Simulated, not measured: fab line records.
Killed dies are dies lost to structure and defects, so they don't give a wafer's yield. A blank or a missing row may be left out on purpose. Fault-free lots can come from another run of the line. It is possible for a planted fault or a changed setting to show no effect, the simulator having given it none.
fab line records	flow n5_finfet
record: lots: 4	wafers: 12	last_day: 19
route steps=1938 shown BEOL_M2@861 BEOL_M4@1111 PASSIVATION@1936
lots that met no fault: taken from a fault-free run of the same line
start_h: hours from the record's first day to the start of the lot's first wafer shown	wait_h: hours from the lot's prior step to this one	" as in the row above	L1.1+2: several wafers, shown together as one row	- value missing, or start not given	* or withheld: withheld	< > ~ a bound
route shown NAME@n: NAME is a module with steps in the file, n the number in the route of the first one	usual: mean/standard deviation taken from wafers without a fault	same: alike in all rows	chamber/n: place in a boat	sites: the reading at each site	_std_site: the values' standard deviation	_edge_site: outer sites' mean less inner sites'	radius_mm: how far each site lies from the wafer's centre	mask NAME#n: copy n	behind: tool/chamber where the wafer was last shaped	hold: what put the lot on hold/how long, in hours/how the hold closed	device: the n, p or np transistor that did not switch	end of line: tests run on the same wafers once the route is complete	for a step that has no rows: nothing shown but its recipe	killed: dies that structure and defects cost at the first sort, which is not the same as the wafer's yield	map: a wafer's dies, marking killed ones x, the rest . and places with no die _
set.NAME: the run value of the setting; set.NAME@STEP: its run value at that earlier step	model.NAME: the simulator's own value behind a step, which no gauge read
a table for each step, a row for each wafer; lots at some steps of the route
services: when a tool's chamber went out of use (start_h, in hours from the record's first day, below 0 if earlier), for how many hours, and the reason
== steps ==
step: N5_BEOL_M2_STRIP_65
recipe: chemistry: N2/H2	temp_c: 40	n2_flow_sccm: 200	h2_flow_sccm: 200	rf_frequency_hz: 6e+07
step: N5_BEOL_M2_STRIP_75
recipe: chemistry: N2/H2	temp_c: 40	n2_flow_sccm: 200	h2_flow_sccm: 200	rf_frequency_hz: 6e+07
step: N5_BEOL_M2_STRIP_66
recipe: chemistry: CF4	resist: SiARC	power_w: 300	bias_power_w: 75	pressure_mtorr: 50	cf4_flow_sccm: 150	rf_frequency_hz: 6e+07
step: N5_BEOL_M2_HM_OPEN_17
recipe: chemistry: Cl2/BCl3	target_depth_a: 200	overetch_a: 60	target: TiN	mask_material: SOC	ion_energy_ev: 150	pressure_mtorr: 10	icp_w: 1000	bias_w: 126	Cl2_flow_sccm: 53.25	bcl3_flow_sccm: 21.75	Ar_flow_sccm: 25
step: N5_BEOL_M2_STRIP_19
recipe: chemistry: O2	power_w: 400	temp_c: 40	pressure_mtorr: 30	rf_frequency_hz: 6e+07	bias_power_w: 0	overash_fraction: 0.2	o2_flow_sccm: 225
step: N5_BEOL_M2_COAT_67
recipe: resist: SOC	temp_c: 250	time_s: 60	spin_rpm: 1500	resist_thk_nm: 60
step: N5_BEOL_M2_COAT_68
recipe: resist: SiARC	temp_c: 220	time_s: 60	spin_rpm: 1500	resist_thk_nm: 12
step: N5_BEOL_M2_COAT_76
recipe: resist: underlayer	temp_c: 205	time_s: 60	spin_rpm: 1500	resist_thk_nm: 5
step: N5_BEOL_M2_COAT_22
recipe: resist: CAR-EUV	spin_rpm: 1500	resist_thk_nm: 30
step: N5_BEOL_M2_EBR_24
recipe: solvent: PGMEA	ebr_width_mm: 1.5
step: N5_BEOL_M2_SOFTBAKE_23
recipe: temp_c: 110	time_s: 60	resist: CAR-EUV
step: N5_BEOL_M2_EXPOSE_25
recipe: mask_id: V1	na: 0.33	source_shape: quasar	sigma_inner: 0.2	sigma_outer: 0.8	polarization: unpolarized	defocus_nm: 5	dose_mj: 63
usual: exposure_dose_mJ_cm2: 62.96/0.064
lot.wafer	tool	chamber	start_h	wait_h	mask	exposure_dose_mJ_cm2
L982.3	euv_scanner-01	0	140.79	-	V1#0	62.94
L982.4	"	0	"	"	V1#0	62.92
L982.6	"	0	"	"	V1#0	62.97
L999.3	euv_scanner-01	0	241.83	-	V1#0	63.08
L999.4	"	0	"	"	V1#0	63.04
L999.5	"	0	"	"	V1#0	63.01
L101.2	euv_scanner-01	0	261.96	-	V1#0	62.95
L101.3	"	0	"	"	V1#0	62.95
L101.6	"	0	"	"	V1#0	62.98
L104.2	euv_scanner-02	0	270.30	-	V1#0	62.90
L104.4	"	0	"	"	V1#0	62.91
L104.5	"	0	"	"	V1#0	63.00
step: N5_BEOL_M2_PEB_26
recipe: peb_temp_c: 100	peb_time_s: 60	resist: CAR-EUV
step: N5_BEOL_M2_DEVELOP_27
recipe: develop_time_s: 30	developer: TMAH	resist: CAR-EUV	rinse_liquid: surfactant_rinse	dry: air_spin	dev_temp_c: 23
step: N5_BEOL_M2_CD_MEAS_28
recipe: target_cd_nm: 26.2	landing_energy_ev: 500	detector: se_inlens	target_cd_y_nm: 24.1	polarity: opening
usual: cd_nm: 26.11/0.24
lot.wafer	tool	chamber	start_h	wait_h	cd_nm
L982.3	cd_sem-01	0	140.92	-	26.12
L982.4	"	0	"	"	25.92
L982.6	"	0	"	"	26.29
L999.3	cd_sem-03	0	241.96	-	26.00
L999.4	"	0	"	"	25.93
L999.5	"	0	"	"	11.83
L101.2	cd_sem-01	0	262.10	-	26.49
L101.3	"	0	"	"	25.51
L101.6	"	0	"	"	10.80
L104.2	cd_sem-03	0	270.44	-	26.43
L104.4	"	0	"	"	26.02
L104.5	"	0	"	"	26.14
step: N5_BEOL_M2_DESCUM_33
recipe: chemistry: O2	time_s: 7	source_power_w: 50	bias_power_w: 20	pressure_mtorr: 20	rf_frequency_hz: 2.712e+07	temp_c: 40	resist: CAR-EUV	o2_flow_sccm: 225
step: N5_BEOL_M2_ETCH_77
recipe: chemistry: N2/H2	target: underlayer	target_depth_a: 65	mask_material: CAR-EUV	time_s: 5.2	ion_energy_ev: 200	pressure_mtorr: 30	source_w: 840	bias_w: 150	n2_flow_sccm: 200	h2_flow_sccm: 200	ends: cleared
step: N5_BEOL_M2_ETCH_69
recipe: chemistry: CF4	target: SiARC	target_depth_a: 156	mask_material: CAR-EUV	time_s: 26	ion_energy_ev: 80	pressure_mtorr: 40	source_w: 545	bias_w: 36	Ar_flow_sccm: 100	cf4_flow_sccm: 100	ends: cleared
step: N5_BEOL_M2_ALD_98
recipe: material: SiO2	target_thk_a: 25	temp_c: 100	ald_precursor_family: BDEAS	ald_co_reactant: O2-plasma	pulse_time_s: 1	co_reactant_pulse_time_s: 1	purge_time_s: 2	co_reactant_purge_time_s: 2	ald_cycles: 17	pressure_torr: 2
step: N5_BEOL_M2_ETCHBACK_99
recipe: chemistry: CHF3	target: SiO2	target_depth_a: 50	time_s: 10.4	source_w: 215	bias_w: 47	Ar_flow_sccm: 200	CHF3_flow_sccm: 12	ion_energy_ev: 100	pressure_mtorr: 30
step: N5_BEOL_M2_ETCH_70
recipe: chemistry: N2/H2	target: SOC	target_depth_a: 800	overetch_a: 240	mask_material: SiARC	temp_c: 40	time_s: 130	ion_energy_ev: 200	pressure_mtorr: 30	source_w: 840	bias_w: 150	n2_flow_sccm: 200	h2_flow_sccm: 200
step: N5_BEOL_M2_STRIP_71
recipe: chemistry: N2/H2	temp_c: 40	n2_flow_sccm: 200	h2_flow_sccm: 200	rf_frequency_hz: 6e+07
step: N5_BEOL_M2_STRIP_78
recipe: chemistry: N2/H2	temp_c: 40	n2_flow_sccm: 200	h2_flow_sccm: 200	rf_frequency_hz: 6e+07
step: N5_BEOL_M2_VIA_ETCH_34
recipe: chemistry: C4F6/O2	target_depth_a: 694	mask_material: SOC	pressure_mtorr: 15	ion_energy_ev: 250	taper_deg: 4	time_s: 65.9	source_w: 350	bias_w: 170	Ar_flow_sccm: 300	C4F6_flow_sccm: 10	O2_flow_sccm: 10
step: N5_BEOL_M2_STRIP_83
recipe: chemistry: C4F6/O2	resist: SiARC	rf_frequency_hz: 6e+07
step: N5_BEOL_M2_STRIP_36
recipe: chemistry: N2/H2	power_w: 450	temp_c: 40	pressure_mtorr: 20	rf_frequency_hz: 6e+07	overash_fraction: 0.3	bias_power_w: 7	h2_frac: 0.5	n2_flow_sccm: 200	h2_flow_sccm: 200
step: N5_BEOL_M2_TRENCH_ETCH_37
recipe: chemistry: C4F6/O2	target_depth_a: 555.55	target: SiOC	time_s: 29.2	ion_energy_ev: 250	pressure_mtorr: 30	source_w: 355	bias_w: 185	Ar_flow_sccm: 300	C4F6_flow_sccm: 10	O2_flow_sccm: 10
step: N5_BEOL_M2_ETCH_41
recipe: chemistry: CH3F/O2	target: SiCN	target_depth_a: 299	taper_deg: 2	time_s: 52.5	ion_energy_ev: 120	mask_material: TiN	pressure_mtorr: 30	source_w: 395	bias_w: 75	Ar_flow_sccm: 150	CH3F_flow_sccm: 30	O2_flow_sccm: 20
step: N5_BEOL_M2_STRIP_97
recipe: chemistry: N2/H2	time_s: 10	power_w: 450	temp_c: 40	pressure_mtorr: 20	rf_frequency_hz: 6e+07	bias_power_w: 7	n2_flow_sccm: 200	h2_flow_sccm: 200
step: N5_BEOL_M2_HM_STRIP_39
recipe: chemistry: peroxide_tin_strip	material: TiN	target_depth_a: 250	temp_c: 50	time_s: 158
step: N5_BEOL_M2_SRD_40
recipe: time_s: 30	temp_c: 23	rinse_liquid: diw	dry: ipa_marangoni
step: N5_BEOL_M2_PRECLEAN_42
recipe: chemistry: residue_remover	time_s: 60	temp_c: 40
step: N5_BEOL_M2_SRD_43
recipe: time_s: 30	temp_c: 23	rinse_liquid: diw	dry: ipa_marangoni
step: N5_BEOL_M2_DEGAS_44
recipe: ambient: vacuum	temp_c: 250	time_s: 60
step: N5_BEOL_M2_PRE_CLEAN_45
recipe: gas: H2/He	time_s: 30	temp_c: 250
step: N5_BEOL_M2_ALD_84
recipe: material: TaN	target_thk_a: *	temp_c: 275	ald_precursor_family: PDMAT	ald_co_reactant: NH3	pressure_torr: 3	carrier_flow_sccm: 1500	pulse_time_s: 2	purge_time_s: 3	co_reactant_purge_time_s: 2	co_reactant_pulse_time_s: 3	ald_cycles: 30	precursor_vessel_temp_c: 75	precursor_vessel_pressure_torr: 26.25	precursor_vessel_carrier_sccm: 1000
step: N5_BEOL_M2_SURFACE_TREAT_85
recipe: gas: Ar	time_s: *	ion_energy_ev: *	ion_current_ma_cm2: 0.5	pressure_mtorr: *	ar_flow_sccm: 30
step: N5_BEOL_M4_RC_MEAS_101
usual: DIBL_N: 36.3/2.2	DIBL_P: 36.0/2.4	IOFF_N: 0.16/0.042	IOFF_P: 0.22/0.041	ION_N: 672/14	ION_P: 462/7.9	SS_N: 71.7/0.76	SS_P: 73.3/0.72	VT_N: 250/3.6	VT_P: -249/3
lot.wafer	tool	chamber	start_h	wait_h	DIBL_N[mV/V]	DIBL_P[mV/V]	IOFF_N[nA/um]	IOFF_P[nA/um]	ION_N[uA/um]	ION_P[uA/um]	SS_N[mV/dec]	SS_P[mV/dec]	VT_N[mV]	VT_P[mV]
L982.3	prober-02	0	176.06	0.3	37.1	36.9	0.17	0.24	673	463	71.3	72.7	251	-247
L982.4	"	0	"	"	36.5	36.9	0.18	0.25	672	465	70.9	73.6	246	-246
L982.6	"	0	"	"	37.1	37.1	0.16	0.25	666	460	72.0	73.4	250	-248
L999.3	prober-01	0	295.20	0.3	39.2	38.1	0.21	0.26	705	475	71.9	73.8	248	-247
L999.4	"	0	"	"	36.5	35.3	0.15	0.21	671	467	71.1	73.7	252	-252
L101.2	prober-02	0	316.54	0.2	36.7	37.8	0.17	0.23	678	468	72.5	73.7	248	-248
L101.3	"	0	"	"	37.4	37.8	0.20	0.25	692	467	71.5	73.8	246	-248
L104.2	prober-02	0	334.07	0.2	37.4	38.5	0.18	0.21	685	464	71.3	73.4	246	-250
L104.4	"	0	"	"	40.0	41.9	0.24	0.28	691	470	72.4	74.4	244	-251
L104.5	"	0	"	"	38.7	40.5	0.21	0.24	692	465	71.8	73.6	245	-249
step: N5_PASSIVATION_PROBE_49
usual: defect_limited_yield: 91.3/1.7	killed_at_M0_to_M3: 33/9.9	killed_at_M4_up: 14/6.4	killed_at_contacts: 12/7	killed_at_front_end: 41/13	killed_at_other: 3.1/2.9	killed_dies: 103/20	killed_on_rim: 13/4	killed_open: 67/14	killed_short: 34/9.4	sort_bin_5_function: 5.1/1.1	sort_bin_6_memory: 3.2/0.79	sort_n_pass: 1077/21	sort_yield_pct: 91.2/1.7
same: gross_dies: 1180	killed_at_back_side: 0	sort_bin_4_leakage[%]: 0	sort_bin_8_speed[%]: 0
lot.wafer	tool	chamber	start_h	wait_h	defect_limited_yield[%]	killed_at_M0_to_M3	killed_at_M4_up	killed_at_contacts	killed_at_front_end	killed_at_other	killed_dies	killed_on_rim	killed_open	killed_short	sort_bin_5_function[%]	sort_bin_6_memory[%]	sort_n_pass	sort_yield_pct[%]
L982.3	prober-02	-	271.03	0.1	93.1	31	7	10	33	1	82	8	51	31	3.9	2.9	1098	93.1
L982.4	prober-02	-	271.08	0.2	90.7	45	20	14	29	2	110	11	70	40	5.8	3.1	1070	90.7
L982.6	prober-02	-	271.18	0.3	93.1	33	6	6	37	0	82	14	53	29	4.7	2.0	1098	93.1
L999.3	prober-01	-	402.55	0.1	94.1	31	4	12	16	7	70	16	48	19	2.7	3.0	1110	94.1
L999.4	prober-01	-	402.60	0.2	92.1	33	8	14	35	3	93	10	66	25	4.2	3.4	1087	92.1
L999.5	prober-01	-	402.65	0.2	0	1119	8	12	32	9	1180	152	52	31	36.5	3.0	0	0
L101.2	prober-01	-	431.64	0.1	93.6	20	5	9	33	8	75	10	46	29	3.8	2.3	1105	93.6
L101.3	prober-01	-	431.69	0.1	93.0	24	11	17	29	2	83	8	57	26	3.7	3.0	1097	93.0
L101.6	prober-01	-	431.84	0.3	0	1109	12	27	26	6	1180	152	57	33	35.7	2.7	0	0
killed by level:class
L982.3 FIN_SAQP:geometric_particle:short=9 DUMMY_GATE:geometric_particle:open=7 MOL_CONTACT_COAG:geometric_particle:open=7 BEOL_M2:geometric_particle:open=7 BEOL_M3:geometric_particle:open=7 FIN_SAQP:geometric_particle:open=6 BEOL_M0_SAQP:geometric_particle:short=4 BEOL_M3:geometric_particle:short=3
L982.4 MOL_CONTACT_COAG:geometric_particle:open=13 BEOL_M0_SAQP:geometric_particle:short=10 FIN_SAQP:geometric_particle:open=8 BEOL_M0_SAQP:geometric_particle:open=8 BEOL_M3:geometric_particle:open=8 FIN_SAQP:geometric_particle:short=7 BEOL_M2:geometric_particle:open=7 BEOL_M1:geometric_particle:short=4
L982.6 FIN_SAQP:geometric_particle:open=10 FIN_SAQP:geometric_particle:short=8 BEOL_M0_SAQP:geometric_particle:short=8 BEOL_M3:geometric_particle:open=7 MOL_CONTACT_COAG:geometric_particle:open=6 BEOL_M0_SAQP:geometric_particle:open=6 BEOL_M3:geometric_particle:short=5 DUMMY_GATE:geometric_particle:open=4
L999.3 MOL_CONTACT_COAG:geometric_particle:open=12 DUMMY_GATE:geometric_particle:open=6 BEOL_M3:geometric_particle:open=6 BEOL_M2:geometric_particle:open=5 BEOL_M1:geometric_particle:short=4 MIM_TOP_ETCH:geometric_particle:short=4 MIM_TOP_ETCH:geometric_particle:open=3 BEOL_M0:geometric_particle:open=3
L999.4 BEOL_M3:geometric_particle:open=11 MOL_CONTACT_COAG:geometric_particle:open=11 STARTING-WAFER:geometric_particle:open=7 DUMMY_GATE:geometric_particle:open=5 BEOL_M0:geometric_particle:open=5 FIN_CUT:geometric_particle:open=4 STI_FIN_REVEAL:geometric_particle:open=3 GATE_CUT:geometric_particle:open=3
L999.5 BEOL_M2:area_expose=1093 BEOL_M3:geometric_particle:open=13 MOL_CONTACT_COAG:geometric_particle:open=11 STI_FIN_REVEAL:geometric_particle:open=8 STARTING-WAFER:geometric_particle:short=6 GATE_CUT:geometric_particle:short=5 BEOL_M2:geometric_particle:open=4 MIM_TOP_ETCH:geometric_particle:short=3
L101.2 STI_FIN_REVEAL:geometric_particle:open=9 MOL_CONTACT_COAG:geometric_particle:open=9 FIN_SAQP:geometric_particle:short=6 BEOL_M0_SAQP:geometric_particle:short=5 BEOL_M0_SAQP:geometric_particle:open=5 BEOL_M2:geometric_particle:open=5 PAD_METAL:geometric_particle:short=5 FIN_SAQP:geometric_particle:open=3
L101.3 MOL_CONTACT_COAG:geometric_particle:open=17 STI_FIN_REVEAL:geometric_particle:open=8 STI_FIN_REVEAL:geometric_particle:short=5 BEOL_M3:geometric_particle:open=5 BEOL_M0_SAQP:geometric_particle:open=4 BEOL_M4:geometric_particle:open=4 DUMMY_GATE:geometric_particle:open=3 BEOL_M0_SAQP:geometric_particle:short=3
L101.6 BEOL_M2:area_expose=1090 MOL_CONTACT_COAG:geometric_particle:open=20 STI_FIN_REVEAL:geometric_particle:open=12 MOL_CONTACT_COAG:geometric_particle:short=7 BEOL_M3:geometric_particle:open=5 BEOL_M4:geometric_particle:open=5 BEOL_M1:geometric_particle:short=4 STI_FIN_REVEAL:geometric_particle:short=3
map L999.5 (x killed, . not)
_________________xxxxxxxxxxxx________________
______________xxxxxxxxxxxxxxxxxx_____________
___________xxxxxxxxxxxxxxxxxxxxxxxx__________
__________xxxxxxxxxxxxxxxxxxxxxxxxxx_________
________xxxxxxxxxxxxxxxxxxxxxxxxxxxxxx_______
_______xxxxxxxxxxxxxxxxxxxxxxxxxxxxxxxx______
______xxxxxxxxxxxxxxxxxxxxxxxxxxxxxxxxxx_____
_____xxxxxxxxxxxxxxxxxxxxxxxxxxxxxxxxxxxx____
____xxxxxxxxxxxxxxxxxxxxxxxxxxxxxxxxxxxxxx___
___xxxxxxxxxxxxxxxxxxxxxxxxxxxxxxxxxxxxxxxx__
___xxxxxxxxxxxxxxxxxxxxxxxxxxxxxxxxxxxxxxxx__
__xxxxxxxxxxxxxxxxxxxxxxxxxxxxxxxxxxxxxxxxxx_
__xxxxxxxxxxxxxxxxxxxxxxxxxxxxxxxxxxxxxxxxxx_
_xxxxxxxxxxxxxxxxxxxxxxxxxxxxxxxxxxxxxxxxxxxx
_xxxxxxxxxxxxxxxxxxxxxxxxxxxxxxxxxxxxxxxxxxxx
_xxxxxxxxxxxxxxxxxxxxxxxxxxxxxxxxxxxxxxxxxxxx
_xxxxxxxxxxxxxxxxxxxxxxxxxxxxxxxxxxxxxxxxxxxx
_xxxxxxxxxxxxxxxxxxxxxxxxxxxxxxxxxxxxxxxxxxxx
_xxxxxxxxxxxxxxxxxxxxxxxxxxxxxxxxxxxxxxxxxxxx
_xxxxxxxxxxxxxxxxxxxxxxxxxxxxxxxxxxxxxxxxxxxx
_xxxxxxxxxxxxxxxxxxxxxxxxxxxxxxxxxxxxxxxxxxxx
__xxxxxxxxxxxxxxxxxxxxxxxxxxxxxxxxxxxxxxxxxx_
__xxxxxxxxxxxxxxxxxxxxxxxxxxxxxxxxxxxxxxxxxx_
___xxxxxxxxxxxxxxxxxxxxxxxxxxxxxxxxxxxxxxxx__
___xxxxxxxxxxxxxxxxxxxxxxxxxxxxxxxxxxxxxxxx__
____xxxxxxxxxxxxxxxxxxxxxxxxxxxxxxxxxxxxxx___
_____xxxxxxxxxxxxxxxxxxxxxxxxxxxxxxxxxxxx____
______xxxxxxxxxxxxxxxxxxxxxxxxxxxxxxxxxx_____
_______xxxxxxxxxxxxxxxxxxxxxxxxxxxxxxxx______
________xxxxxxxxxxxxxxxxxxxxxxxxxxxxxx_______
__________xxxxxxxxxxxxxxxxxxxxxxxxxx_________
___________xxxxxxxxxxxxxxxxxxxxxxxx__________
______________xxxxxxxxxxxxxxxxxx_____________
_________________xxxxxxxxxxxx________________
map L101.6 (x killed, . not)
_________________xxxxxxxxxxxx________________
______________xxxxxxxxxxxxxxxxxx_____________
___________xxxxxxxxxxxxxxxxxxxxxxxx__________
__________xxxxxxxxxxxxxxxxxxxxxxxxxx_________
________xxxxxxxxxxxxxxxxxxxxxxxxxxxxxx_______
_______xxxxxxxxxxxxxxxxxxxxxxxxxxxxxxxx______
______xxxxxxxxxxxxxxxxxxxxxxxxxxxxxxxxxx_____
_____xxxxxxxxxxxxxxxxxxxxxxxxxxxxxxxxxxxx____
____xxxxxxxxxxxxxxxxxxxxxxxxxxxxxxxxxxxxxx___
___xxxxxxxxxxxxxxxxxxxxxxxxxxxxxxxxxxxxxxxx__
___xxxxxxxxxxxxxxxxxxxxxxxxxxxxxxxxxxxxxxxx__
__xxxxxxxxxxxxxxxxxxxxxxxxxxxxxxxxxxxxxxxxxx_
__xxxxxxxxxxxxxxxxxxxxxxxxxxxxxxxxxxxxxxxxxx_
_xxxxxxxxxxxxxxxxxxxxxxxxxxxxxxxxxxxxxxxxxxxx
_xxxxxxxxxxxxxxxxxxxxxxxxxxxxxxxxxxxxxxxxxxxx
_xxxxxxxxxxxxxxxxxxxxxxxxxxxxxxxxxxxxxxxxxxxx
_xxxxxxxxxxxxxxxxxxxxxxxxxxxxxxxxxxxxxxxxxxxx
_xxxxxxxxxxxxxxxxxxxxxxxxxxxxxxxxxxxxxxxxxxxx
_xxxxxxxxxxxxxxxxxxxxxxxxxxxxxxxxxxxxxxxxxxxx
_xxxxxxxxxxxxxxxxxxxxxxxxxxxxxxxxxxxxxxxxxxxx
_xxxxxxxxxxxxxxxxxxxxxxxxxxxxxxxxxxxxxxxxxxxx
__xxxxxxxxxxxxxxxxxxxxxxxxxxxxxxxxxxxxxxxxxx_
__xxxxxxxxxxxxxxxxxxxxxxxxxxxxxxxxxxxxxxxxxx_
___xxxxxxxxxxxxxxxxxxxxxxxxxxxxxxxxxxxxxxxx__
___xxxxxxxxxxxxxxxxxxxxxxxxxxxxxxxxxxxxxxxx__
____xxxxxxxxxxxxxxxxxxxxxxxxxxxxxxxxxxxxxx___
_____xxxxxxxxxxxxxxxxxxxxxxxxxxxxxxxxxxxx____
______xxxxxxxxxxxxxxxxxxxxxxxxxxxxxxxxxx_____
_______xxxxxxxxxxxxxxxxxxxxxxxxxxxxxxxx______
________xxxxxxxxxxxxxxxxxxxxxxxxxxxxxx_______
__________xxxxxxxxxxxxxxxxxxxxxxxxxx_________
___________xxxxxxxxxxxxxxxxxxxxxxxx__________
______________xxxxxxxxxxxxxxxxxx_____________
_________________xxxxxxxxxxxx________________
== services ==
tool	chamber	start_h	hours	kind
euv_scanner-01	-	118.59	1.9	repair
euv_scanner-02	-	129.40	1.0	pm
euv_scanner-01	-	135.83	4.6	pm
euv_scanner-01	0	145.79	-	calibration
euv_scanner-01	-	176.18	1.0	pm
euv_scanner-02	-	185.55	1.0	pm
euv_scanner-01	-	218.91	0.8	repair
euv_scanner-01	-	232.33	1.0	pm
euv_scanner-02	-	241.10	12.0	pm
euv_scanner-01	-	252.45	0.2	repair
euv_scanner-02	-	253.10	1.0	pm
== key ==
first_sign: step: N5_BEOL_M2_CD_MEAS_28	reading: cd_nm	direction: down	sigmas: 61	usual: 26.11	struck: 11.32
effect: step: N5_PASSIVATION_PROBE_49	reading: killed_at_M0_to_M3	direction: up	sigmas: 99+	usual: 33	struck: 1114
more_kills_born_at: N5_BEOL_M2_EXPOSE_25@euv_scanner-01: 2183
met_at N5_BEOL_M2_EXPOSE_25
struck_wafers L999.5,L101.6
later_rows_left_out L999.5,L101.6
onset_between 140.79 241.83
fault: kind: process_parameter_drift	tool: euv_scanner-01	chamber: -	onset_h: 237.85	steps: N5_BEOL_M2_EXPOSE_25	channel: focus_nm	offset: 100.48	shape: step	end_h: 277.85	scope: struck_wafers_only
later_rows_left_out: the simulator's readings of these wafers behind a module that went badly wrong aren't trusted and aren't shown, but for the sort
